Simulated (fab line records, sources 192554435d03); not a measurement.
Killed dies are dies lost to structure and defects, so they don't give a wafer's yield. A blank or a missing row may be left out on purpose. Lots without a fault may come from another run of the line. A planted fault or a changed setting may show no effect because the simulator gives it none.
Split-lot experiment | flow n5_finfet | 7 lots, 21 wafers read, on a route of 1938 steps

THE SPLIT
At N5_BEOL_M7_EXPOSE_08 (exposes mask M7), the setting dose_mj was moved away from the recipe's 68.25 on 7 of the 21 wafers read, by -7.3% to +6.9%. The other wafers ran this setting at the recipe's value.

FROM THE SPLIT TO THE READING: what the file shows between them, 9 steps
- N5_BEOL_M7_PEB_09: peb time 60 s
- N5_BEOL_M7_DEVELOP_10: develop time 30 s
- N5_BEOL_M7_CD_MEAS_11: target cd 38.5 nm
- N5_BEOL_M7_ETCH_61: etches SiARC in CF4, target depth 45.5 nm, time 75.8 s (also split here: source_w)
- N5_BEOL_M7_ETCH_62: etches SOC in N2/H2, target depth 110 nm, overetch 22 nm, time 165 s
- N5_BEOL_M7_STRIP_68: strips in N2/H2
- N5_BEOL_M7_STRIP_67: strips in CF4
- N5_BEOL_M7_HM_OPEN_17: chemistry Cl2/BCl3, target TiN, target depth 20 nm, overetch 6 nm
- N5_BEOL_M7_STRIP_19: strips in O2

THE READING
cd_nm, in nm, at N5_BEOL_M7_CD_MEAS_18 (pitch 80 nm, target cd 40 nm). Fault-free wafers of this fab line usually give 40.1 nm, standard deviation 0.57 nm.

wafer  | tool, chamber at the split | dose_mj as run | against the recipe | cd_nm, nm | against lot-mates on the recipe
L081.2 | arfi_scanner-01, 0         | 72.93          | +6.9%              | 43.3      | +4.2
L081.5 | arfi_scanner-01, 0         | 72.93          | +6.9%              | 42.7      | +3.6
L081.6 | arfi_scanner-01, 0         | 68.25          | recipe             | 39.1      | -
L085.1 | arfi_scanner-03, 0         | 68.25          | recipe             | 39.7      | -
L085.2 | arfi_scanner-03, 0         | 68.25          | recipe             | 40.6      | -
L085.6 | arfi_scanner-03, 0         | 68.25          | recipe             | 39.4      | -
L083.2 | arfi_scanner-02, 0         | 68.25          | recipe             | 39.5      | -
L083.4 | arfi_scanner-02, 0         | 68.25          | recipe             | 39.7      | -
L083.5 | arfi_scanner-02, 0         | 71             | +4.0%              | 41.6      | +2.0
L089.3 | arfi_scanner-02, 0         | 68.25          | recipe             | 39.6      | -
L089.5 | arfi_scanner-02, 0         | 63.25          | -7.3%              | 36.7      | -3.3
L089.6 | arfi_scanner-02, 0         | 68.25          | recipe             | 40.5      | -
L086.3 | arfi_scanner-01, 0         | 68.25          | recipe             | 40.1      | -
L086.5 | arfi_scanner-01, 0         | 68.25          | recipe             | 40.9      | -
L086.6 | arfi_scanner-01, 0         | 68.25          | recipe             | 40.3      | -
L090.2 | arfi_scanner-03, 0         | 72.12          | +5.7%              | 42.9      | no lot-mate on the recipe
L090.4 | arfi_scanner-03, 0         | 72.12          | +5.7%              | 42.4      | no lot-mate on the recipe
L090.6 | arfi_scanner-03, 0         | 72.12          | +5.7%              | 42.3      | no lot-mate on the recipe
L096.2 | arfi_scanner-03, 0         | 68.25          | recipe             | 41.2      | -
L096.3 | arfi_scanner-03, 0         | 68.25          | recipe             | 39.4      | -
L096.5 | arfi_scanner-03, 0         | 68.25          | recipe             | 39.0      | -

THE FIT
A straight line over all 21 wafers: cd_nm changes by +0.448 nm for each +1% of dose_mj; r = +0.94; the points scatter about the line by 0.58 nm.
The same after taking each lot's own level away (the mean of its wafers on the recipe; 18 wafers): +0.521 nm for each +1%; r = +0.95; scatter 0.55 nm.
On that fit, the largest move of dose_mj shifts the reading by 3.8 nm.
The lots' own levels span 39.10 to 40.43 nm, that is 2.3 times the standard deviation above.
So the lot-to-lot level changes the slope: the two fits differ.
Check: with one of the wafers moved furthest among these (-7.3%) left out of the fit, the line predicts -4.1 nm for it against its lot-mates. It came out at -3.35 nm against them.

OTHER SPLITS ON THESE WAFERS
These wafers also went through other splits before the reading. Each is held against what the fit with the lots' levels taken away leaves over:
other split on the same wafers   | wafers away from the commonest value | r with cd_nm (lot level and that fit taken away)
N5_BEOL_M3_CMP_52 down_force_psi | 3                                    | -0.26
N5_BEOL_M4_ILD_DEP_00 time_s     | 9                                    | -0.28
N5_BEOL_M5_ILD_DEP_00 time_s     | 7                                    | +0.12
N5_BEOL_M5_COAT_71 spin_rpm      | 7                                    | -0.02
N5_BEOL_M7_ETCH_61 source_w      | 8                                    | -0.25

THE WHOLE CHAIN: every reading that the file lists as answering this split, in the file's order
step                  | what it does                                                      | reading                                                               | change (the file's fit)               | r (the file's)
N5_BEOL_M7_CD_MEAS_11 | target cd 38.5 nm                                                 | cd_nm                                                                 | +0.464 nm for each +1% of the setting | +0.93
N5_BEOL_M7_ETCH_61    | etches SiARC in CF4, target depth 45.5 nm, time 75.8 s            | BEOL_M7.cd_offset_nm (the simulator's own value, which no gauge read) | +0.491 nm for each +1% of the setting | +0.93
N5_BEOL_M7_HM_OPEN_17 | chemistry Cl2/BCl3, target TiN, target depth 20 nm, overetch 6 nm | BEOL_M7.cd_offset_nm (the simulator's own value, which no gauge read) | +0.474 nm for each +1% of the setting | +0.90
N5_BEOL_M7_CD_MEAS_18 | pitch 80 nm, target cd 40 nm                                      | cd_nm                                                                 | +0.512 nm for each +1% of the setting | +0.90

THE FILE'S OWN FIT
cd_nm changes by +0.512 nm for each +1% of dose_mj, r = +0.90.
